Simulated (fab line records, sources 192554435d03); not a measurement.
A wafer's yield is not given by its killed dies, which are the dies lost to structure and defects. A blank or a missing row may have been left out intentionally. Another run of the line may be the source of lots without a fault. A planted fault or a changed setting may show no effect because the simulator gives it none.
Matching of chambers	flow n5 finfet	N5_BEOL_M10_STRIP_67 on rie diel-01: 4 sister chambers
The step strips in CF4. 4 wafers are shown with their chamber, then 10 later ones without.

## WAFERS WITH THEIR CHAMBER
wafer	chamber	showerhead plenum p Torr (Torr)
L086.1	3	1.75
L087.2	0	1.87
L088.1	1	1.86
L088.4	2	1.84

## WAFERS WHOSE CHAMBER IS MISSING
wafer	showerhead plenum p Torr (Torr)
L088.5	1.86
L090.1	1.84
L090.5	1.86
L090.6	1.84
L092.2	1.84
L092.4	1.85
L092.5	1.87
L095.1	1.85
L095.3	1.83
L095.6	1.83

## WHICH CHAMBER EACH ONE RAN IN
wafer	from the rows above	in truth
L088.5	can't be placed: 1 or 0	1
L090.1	2	2
L090.5	can't be placed: 1 or 0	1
L090.6	2	2
L092.2	2	2
L092.4	can't be placed: 1 or 2 or 0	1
L092.5	can't be placed: 0 or 1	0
L095.1	can't be placed: 1 or 2 or 0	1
L095.3	2	2
L095.6	2	2
Correct placement for 5 of the 10. These rows do not allow placing 5 (true chamber among the candidates in 5). Wrongly placed: 0.
How it was worked out, from the rows above alone: a wafer's distance from a chamber is the root of the sum, over the readings, of the square of ((its reading less the chamber's mean) divided by the reading's scatter). The wafer belongs to the nearest chamber; if the next one is less than 2 further off, it can't be placed. For every chamber, the mean is computed from those of its wafers that are shown. The scatter (one wafer shown for each chamber): square how far every hidden wafer sits from the nearest shown wafer, average those squares and take the square root.
